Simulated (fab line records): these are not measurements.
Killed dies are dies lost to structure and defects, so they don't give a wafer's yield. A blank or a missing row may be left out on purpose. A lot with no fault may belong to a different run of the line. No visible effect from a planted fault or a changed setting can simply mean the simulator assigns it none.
Which tool was responsible?    flow nand_harc    Sampling: 12 lots, 36 wafers, 5 of 1159 route steps

WHAT THE GAUGES READ, wafer by wafer
NHARC_END_SORT_01. Usual: killed_at_array 27, standard deviation 11; killed_at_other 0.7, standard deviation 1.1; killed_at_periphery 3.4, standard deviation 2.1; killed_dies 31, standard deviation 12; killed_open 3.6, standard deviation 2; killed_short 2.0, standard deviation 1.3.
lot   measured      on         killed_at_array  killed_at_other  killed_at_periphery  killed_dies  killed_open  killed_short  flag
L828  day 22 03:00  prober-01  36 38            0 0              4 7                  40 45        6 2          4 4           
L829  day 22 02:53  prober-02  12 34            3 0              3 1                  18 35        2 5          3 1           
L831  day 23 12:23  prober-02  37 45 31         1 0 0            7 632 2              45 677 33    7 2 3        4 2 2         OFF
L833  day 23 06:13  prober-02  17 29 24         0 0 0            660 1 0              677 30 24    1 4 1        4 3 2         OFF

EACH LOT AND THE TOOL THAT RAN IT (in order: tool; ch and the chambers of the sampled wafers; start)
lot   NHARC_P_GATE_DEGAS_109        NHARC_P_CONTACT_ETCH_18            NHARC_P_CONTACT_ETCH_31                        NHARC_P_CONTACT_DEGAS_38
L817  pvd_sputter-03, day 5 23:03   rie_diel-01 ch 0,3, day 6 02:21    rie_diel-01 ch 2,3, day 6 03:28 or earlier     pvd_sputter-03, day 6 03:28
L820  pvd_sputter-02, day 6 12:04   rie_diel-06 ch 1,2,3, day 6 15:37  rie_diel-06 ch 0,1,2, day 6 16:43 or earlier   pvd_sputter-03, day 6 16:43
L822  pvd_sputter-01, day 6 23:43   rie_diel-07 ch 0,3, day 7 03:02    rie_diel-07 ch 0,2,3, day 7 04:08 or earlier   pvd_sputter-02, day 7 04:08
L826  pvd_sputter-03, day 7 23:53   rie_diel-06 ch 1,2,3, day 8 03:37  rie_diel-06 ch 0,1,3, day 8 04:44 or earlier   pvd_sputter-03, day 8 04:44
L825  pvd_sputter-01, day 8 00:11   rie_diel-07 ch 0,1, day 8 03:32    rie_diel-07 ch 1,2, day 8 04:40 or earlier     pvd_sputter-02, day 8 04:40
L828  pvd_sputter-03, day 8 18:28   rie_diel-06 ch 0,2, day 8 21:55    rie_diel-06 ch 2,3, day 8 23:00 or earlier     pvd_sputter-01, day 8 23:00
L829  pvd_sputter-03, day 8 23:01   rie_diel-06 ch 0,2,3, day 9 02:26  rie_diel-06 ch 0,2, day 9 03:31 or earlier     pvd_sputter-02, day 9 03:31
L830  pvd_sputter-03, day 9 03:36   rie_diel-07 ch 0,1,2, day 9 07:02  rie_diel-07 ch 0,1,3, day 9 08:08 or earlier   pvd_sputter-01, day 9 08:08
L831  pvd_sputter-02, day 9 03:56   rie_diel-06 ch 0,1,3, day 9 07:25  rie_diel-06 ch 1,2,3, day 9 08:32 or earlier   pvd_sputter-02, day 9 08:32
L832  pvd_sputter-02, day 9 16:01   rie_diel-01 ch 0,1,3, day 9 19:24  rie_diel-01 ch 1,2,3, day 9 20:35 or earlier   pvd_sputter-01, day 9 20:35
L833  pvd_sputter-03, day 9 16:55   rie_diel-06 ch 1,2, day 9 20:08    rie_diel-06 ch 0,3, day 9 21:14 or earlier     pvd_sputter-03, day 9 21:14
L838  pvd_sputter-03, day 11 01:03  rie_diel-07 ch 2,3, day 11 04:31   rie_diel-07 ch 0,2,3, day 11 05:37 or earlier  pvd_sputter-02, day 11 05:37
- NHARC_P_GATE_DEGAS_109: time 60 s.
- NHARC_P_CONTACT_ETCH_18: etches the open film in C4F8/O2/Ar, target depth 481 nm, time 240.5 s.
- NHARC_P_CONTACT_ETCH_31: etches the open film in CH3F/O2, target depth 30 nm, time 85.7 s.
- NHARC_P_CONTACT_DEGAS_38: time 60 s.

WHAT THE TOOLS THEMSELVES READ (means of the sampled wafers that have a number; where no wafer has one, the mark that the record gives instead)
NHARC_P_GATE_DEGAS_109. Usual: heater_power_w at 455 W, with a standard deviation of 55.
lot   tool            heater_power_w (W)  flag
L817  pvd_sputter-03  449                 
L820  pvd_sputter-02  420                 
L822  pvd_sputter-01  493                 
L826  pvd_sputter-03  481                 
L825  pvd_sputter-01  427                 
L828  pvd_sputter-03  474                 
L829  pvd_sputter-03  465                 
L830  pvd_sputter-03  468                 
L831  pvd_sputter-02  414                 
L832  pvd_sputter-02  456                 
L833  pvd_sputter-03  470                 
L838  pvd_sputter-03  454                 

NHARC_P_CONTACT_ETCH_18. Usual: oes_product_au 0.954 a.u., standard deviation 0.02; rf_vpp_V 978 V, standard deviation 6.8; run_length_s 261.7 s, standard deviation 0.48.
lot   tool         oes_product_au (a.u.)  rf_vpp_V (V)  run_length_s (s)  flag
L817  rie_diel-01  0.936                  974           261.8             
L820  rie_diel-06  0.972                  982           261.6             
L822  rie_diel-07  0.943                  982           261.8             
L826  rie_diel-06  0.920                  980           261.6             
L825  rie_diel-07  0.965                  973           261.5             
L828  rie_diel-06  0.964                  984           261.8             
L829  rie_diel-06  0.953                  978           261.5             
L830  rie_diel-07  0.968                  972           261.9             
L831  rie_diel-06  0.931                  978           239.4             OFF
L832  rie_diel-01  0.966                  974           262.0             
L833  rie_diel-06  0.956                  985           240.2             OFF
L838  rie_diel-07  0.970                  975           261.8             

NHARC_P_CONTACT_ETCH_31. Usual: drypump_motor_current_A 5.9 A, standard deviation 0.38; mfc_ar_sccm 200.1 sccm, standard deviation 0.62; oes_product_au 0.974 a.u., standard deviation 0.016; rf_vpp_V 244.3 V, standard deviation 1.8; run_length_s 106.9 s, standard deviation 0.45; showerhead_plenum_p_Torr 2.46 Torr, standard deviation 0.12; throttle_valve_pct 20.663 %, standard deviation 0.0081.
lot   tool         drypump_motor_current_A (A)  mfc_ar_sccm (sccm)  oes_product_au (a.u.)  rf_vpp_V (V)  run_length_s (s)  showerhead_plenum_p_Torr (Torr)  throttle_valve_pct (%)  flag
L817  rie_diel-01  5.6                          199.7               0.980                  244.6         106.8             2.48                             20.661                  
L820  rie_diel-06  5.8                          199.8               0.975                  245.9         106.8             2.55                             20.676                  
L822  rie_diel-07  5.8                          200.0               0.972                  243.9         107.1             2.43                             20.664                  
L826  rie_diel-06  5.9                          199.7               0.945                  245.4         106.6             2.46                             20.666                  
L825  rie_diel-07  5.8                          200.4               0.975                  242.6         107.0             2.33                             20.659                  
L828  rie_diel-06  6.3                          200.6               0.982                  245.4         107.6             2.50                             20.660                  
L829  rie_diel-06  5.9                          200.1               0.979                  244.8         106.7             2.50                             20.669                  
L830  rie_diel-07  5.7                          200.0               0.978                  243.8         106.8             2.45                             20.666                  
L831  rie_diel-06  6.1                          199.8               0.964                  245.4         106.9             2.51                             20.663                  
L832  rie_diel-01  5.5                          200.3               0.992                  243.5         106.7             2.40                             20.674                  
L833  rie_diel-06  6.0                          199.9               0.966                  243.9         106.5             2.41                             20.662                  
L838  rie_diel-07  5.8                          200.0               0.974                  242.5         107.0             2.42                             20.665                  

NHARC_P_CONTACT_DEGAS_38. Usual: heater_power_w at 458 W, with a standard deviation of 51.
lot   tool            heater_power_w (W)  flag
L817  pvd_sputter-03  477                 
L820  pvd_sputter-03  491                 
L822  pvd_sputter-02  501                 
L826  pvd_sputter-03  465                 
L825  pvd_sputter-02  467                 
L828  pvd_sputter-01  431                 
L829  pvd_sputter-02  528                 
L830  pvd_sputter-01  423                 
L831  pvd_sputter-02  464                 
L832  pvd_sputter-01  423                 
L833  pvd_sputter-03  471                 
L838  pvd_sputter-02  432                 

THE ANSWER, worked out from the rows above alone
Rule: lot off if the mean of its wafers having a number is beyond 3 standard deviations from the usual mean. A lot without any number at a reading at which 4 lots or more have one is off too. The other lots that the step has rows for count as sound. The gauges are gone through in route order, then the tools' own readings, and for those a lot's mean is taken as printed above. At the first step where some lot is off, the reading lying furthest off is the one used; lots without a number count as furthest.
Off: L831, L833 (NHARC_END_SORT_01, killed_at_periphery). Neither off nor sound, because the step has no rows for them: L817, L820, L822, L826, L825, L830, L832, L838.
A tool fits if, at a process step before that reading, it ran every lot that is off, and no sound lot after the first of them. The gauges at NHARC_END_SORT_01 aren't tried: what is off there is off at NHARC_P_CONTACT_ETCH_18 too, on other tools, and a gauge's error can't cause that. Because NHARC_P_CONTACT_ETCH_31 lacks a start for some lots, the hours and order of its lots are taken from NHARC_P_CONTACT_DEGAS_38. One fits: NHARC_P_CONTACT_ETCH_18 and NHARC_P_CONTACT_ETCH_31 on rie_diel-06. At NHARC_P_CONTACT_ETCH_18 its last sound lot is L829 (day 9 02:26), its first lot that is off L831 (day 9 07:25): a fault that began between those two fits.
On the lots that are off, the tool's own readings at NHARC_P_CONTACT_ETCH_18 differ by more than 5 times the standard deviation of the sound lots' means, which bears it out; run_length_s reads 239.8 s there versus 261.6 s on the sound lots.

WHAT THE SIMULATOR HAD INSERTED
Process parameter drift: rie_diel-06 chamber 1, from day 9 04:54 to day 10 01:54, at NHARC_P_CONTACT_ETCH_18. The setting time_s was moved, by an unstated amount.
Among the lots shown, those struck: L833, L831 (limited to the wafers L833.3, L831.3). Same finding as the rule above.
